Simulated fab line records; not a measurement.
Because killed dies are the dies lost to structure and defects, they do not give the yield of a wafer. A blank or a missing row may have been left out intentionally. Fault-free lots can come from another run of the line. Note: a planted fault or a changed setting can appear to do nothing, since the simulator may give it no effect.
Comparing a struck lot with a sound one + flow nandHarc + 13 steps out of a route of 1302
Sound: these wafers, L438.2, L438.5, L438.6. Struck: wafer L444.5. (L444.2, L444.3 of the same lot were not struck and are left out.) The cause comes at the end.
Per side, at each step with rows, come the tool, then ch with its chambers, and then its first start. Under that, the readings that differ: sound wafers + struck wafers + difference of the means + sigmas: that difference in standard deviations of wafers without a fault.
alike: a reading whose means differ by less than 2 such deviations, as well as words and numbers matching on both sides. not compared: withheld readings; readings where some wafer has no value; bounds like >300 that might hide an equal value; numbers whose values overlap and for which the record gives no deviation.
The two part at a step that has a row with sigmas, a row that says differs or no value, or rows on one side only. Numbers that have no deviation but don't overlap get no sigmas and don't part them. A reading missing from all wafers of one side parts the sides only when that side holds two or more wafers.

first, 2 steps without rows for these wafers: NHARC_A_STAIRCASE_HARDBAKE_185 (time 140 s); NHARC_A_STAIRCASE_DESCUM_186 (chemistry O2, time 3 s).
NHARC_A_STAIRCASE_TRIM_187: chemistry O2, time 211.2 s.
  sound on rieDiel-03 ch 0,1,3, day 17 12:58; struck on rieDiel-13 ch 0, day 20 18:44
| reading              | sound                | struck | difference | sigmas |
|----------------------|----------------------|--------|------------|--------|
| throttleValvePct (%) | 17.040 17.035 17.058 | 17.025 | -0.019     | -2     |
  alike: drypumpMotorCurrentA, oesProductAu, rfVppV, showerheadPlenumPTorr
  not compared: rfHoursCounterH
NHARC_A_STAIRCASE_ETCH_188: etches the open film in C4F8/O2, target depth 100 nm, time 40.5 s.
  sound on rieDiel-03 ch 1,2,3; struck on rieDiel-13 ch 3
  alike: oesProductAu, rfVppV
  not compared: rfHoursCounterH
then, 1 step without rows for these wafers: NHARC_A_STAIRCASE_TRIM_189 (chemistry O2, time 211.2 s).
NHARC_A_STAIRCASE_ETCH_190: etches the open film in C4F8/O2, target depth 100 nm, time 40.5 s.
  sound on rieDiel-03 ch 0,1; struck on rieDiel-13 ch 2
  alike: oesProductAu, rfVppV
  not compared: rfHoursCounterH
then, 1 step without rows for these wafers: NHARC_A_STAIRCASE_TRIM_191 (chemistry O2, time 211.2 s).
NHARC_A_STAIRCASE_ETCH_192: etches the open film in C4F8/O2, target depth 100 nm, time 40.5 s.
  sound on rieDiel-03 ch 1,2; struck on rieDiel-13 ch 0
  alike: oesProductAu, rfVppV
  not compared: rfHoursCounterH
then, 2 steps without rows for these wafers: NHARC_A_STAIRCASE_TRIM_193 (chemistry O2, time 211.2 s); NHARC_A_STAIRCASE_ETCH_194 (etches the open film in C4F8/O2, target depth 100 nm, time 40.5 s).
NHARC_A_STAIRCASE_TRIM_196: chemistry O2, time 211.2 s.
  sound on rieDiel-03 ch 1,2,3, day 17 14:00; struck on rieDiel-03 ch 0, day 20 19:47
| reading             | sound             | struck | difference | sigmas |
|---------------------|-------------------|--------|------------|--------|
| oesProductAu (a.u.) | 0.982 1.004 1.008 | 0.717  | -0.281     | -32    |
  alike: drypumpMotorCurrentA, rfVppV, showerheadPlenumPTorr, throttleValvePct
  not compared: rfHoursCounterH
NHARC_A_STAIRCASE_ETCH_197: etches the open film in C4F8/O2, target depth 100 nm, time 40.5 s.
  sound on rieDiel-03 ch 0,1,3; struck on rieDiel-03 ch 2
  alike: oesProductAu, rfVppV
  not compared: rfHoursCounterH
-- record jumps: 10 days between struck wafers' starts before vs after; left off in module A_STAIRCASE, resumes in module END, first step shown is number 1302 of the route --
NHARC_END_SORT_01:
  sound on prober-02 ch 0, day 26 01:45; struck on prober-01 ch 0, day 30 08:11
| reading       | sound    | struck | difference | sigmas |
|---------------|----------|--------|------------|--------|
| killedAtArray | 73 73 78 | 668    | +593       | +33    |
| killedAtOther | 2 4 3    | 0      | -3         | -2     |
| killedDies    | 79 83 82 | 677    | +596       | +31    |
  alike: killedAtPeriphery, killedOpen, killedShort

WHERE THEY PART
Last at NHARC_END_SORT_01 as far as this record goes, first at NHARC_A_STAIRCASE_TRIM_187.

WHY: what had been put in by the simulator
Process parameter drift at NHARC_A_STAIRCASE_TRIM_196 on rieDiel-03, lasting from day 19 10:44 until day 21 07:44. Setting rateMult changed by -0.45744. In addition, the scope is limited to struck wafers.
